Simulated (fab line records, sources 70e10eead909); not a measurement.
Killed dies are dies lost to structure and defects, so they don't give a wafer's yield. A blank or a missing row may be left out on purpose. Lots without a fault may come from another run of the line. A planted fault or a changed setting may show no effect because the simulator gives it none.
A struck lot beside a sound one | flow nand_harc | 15 steps out of a route of 1302
Sound: wafers L955.1, L955.3, L955.6. Struck: wafer L967.6. (L967.1, L967.4 of the same lot were not struck and are left out.) The cause comes at the end.
At each step with rows: each side's tool, then ch and its chambers, then its first start. Under that, the readings that differ: sound wafers | struck wafers | difference of the means | sigmas: that difference in standard deviations of wafers without a fault.
alike: readings whose means differ by less than 2 such deviations, and words and numbers that are the same on both sides. not compared: withheld readings, readings that some wafer has no value for, bounds like >300 that may hide the same value, and numbers for which the record gives no deviation and whose values overlap.
The two part at a step that has a row with sigmas, a row that says differs or no value, or rows on one side only. Numbers that don't overlap but have no deviation are shown without sigmas and don't part them. A reading that every wafer of one side lacks parts them only if that side has two wafers or more.

NHARC_P_BONDPAD_CD_MEAS_09: target cd 500 nm.
  sound on cd_sem-01 ch 0, day 7 09:26; struck on cd_sem-02 ch 0, day 12 20:26
  alike: cd_nm
NHARC_P_BONDPAD_OVL_MEAS_38:
  sound on overlay-02, day 7 09:32; struck on overlay-01, day 12 20:32
  reading           | sound       | struck | difference | sigmas
  overlay_y_nm (nm) | -10 -10 -10 | 15     | +25        | +3
  alike: overlay_x_nm
then, 1 step without rows for these wafers: NHARC_P_BONDPAD_HARDBAKE_10 (time 65 s).
NHARC_P_BONDPAD_DESCUM_11: chemistry O2, time 3 s.
  sound on rie_diel-01 ch 1,3, day 7 09:40; struck on rie_diel-11 ch 1, day 12 20:40
  alike: drypump_motor_current_A, oes_product_au, rf_vpp_V, showerhead_plenum_p_Torr, throttle_valve_pct
  not compared: rf_hours_counter_h
NHARC_P_BONDPAD_ETCH_37: etches the open film in N2/H2, target depth 60 nm, overetch 18 nm, time 65.91 s.
  sound on rie_diel-01 ch 0,1,3, day 7 09:44; struck on rie_diel-11 ch 1, day 12 20:44
  alike: drypump_motor_current_A, n2_flow_sccm, oes_product_au, rf_vpp_V, showerhead_plenum_p_Torr, throttle_valve_pct
  not compared: rf_hours_counter_h
then, 1 step without rows for these wafers: NHARC_P_BONDPAD_ETCH_12 (etches the open film in CHF3/O2, target depth 200 nm, time 100 s).
NHARC_P_BONDPAD_CD_MEAS_13:
  sound on cd_sem-01, day 7 09:58; struck on cd_sem-03, day 12 20:58
  alike: cd_nm
then, 3 steps without rows for these wafers: NHARC_P_BONDPAD_STRIP_15 (strips in O2); NHARC_P_BONDPAD_ETCH_24 (etches the open film in CF4/N2, target depth 30 nm, time 72.99 s); NHARC_P_BONDPAD_STRIP_16 (strips in post etch residue remover, time 600 s).
NHARC_P_BONDPAD_DEGAS_25: time 60 s.
  sound on pvd_sputter-03, day 7 10:35; struck on pvd_sputter-01, day 12 21:35
  reading            | sound       | struck | difference | sigmas
  heater_power_w (W) | 482 381 377 | 532    | +119       | +2
NHARC_P_BONDPAD_PRE_CLEAN_26: time 30 s.
  sound on pvd_sputter-03; struck on pvd_sputter-01
  reading            | sound       | struck | difference | sigmas
  heater_power_w (W) | 411 331 388 | 464    | +87        | +2
NHARC_P_BONDPAD_PVD_17: deposits TaN, target thk 5 nm, time 8.06 s.
  sound on pvd_sputter-03, day 7 10:43; struck on pvd_sputter-01, day 12 21:43
  reading    | sound          | struck | difference | sigmas
  time_s (s) | 8.06 8.06 8.06 | 8.3731 | +0.3131    |
  alike: throttle_valve_pct
NHARC_P_BONDPAD_PVD_27: deposits Cu, target thk 30 nm, time 20.49 s.
  sound on pvd_sputter-03; struck on pvd_sputter-01
  alike: throttle_valve_pct
  not compared: time_s
-- the record jumps here: 18 days lie between the struck wafers' starts before and after (it left off in module P_BONDPAD and takes up again in module END, whose first step shown is number 1302 of the route) --
NHARC_END_SORT_01:
  sound on prober-02 ch 0, day 25 04:43; struck on prober-01 ch 0, day 30 16:38
  reading             | sound | struck | difference | sigmas
  killed_at_periphery | 4 2 3 | 10     | +7         | +3
  alike: defect_limited_yield, killed_at_array, killed_at_other, killed_dies, killed_open, killed_short

WHERE THEY PART
First at NHARC_P_BONDPAD_OVL_MEAS_38; last, within this record, at NHARC_END_SORT_01.

WHY: what the simulator had put in
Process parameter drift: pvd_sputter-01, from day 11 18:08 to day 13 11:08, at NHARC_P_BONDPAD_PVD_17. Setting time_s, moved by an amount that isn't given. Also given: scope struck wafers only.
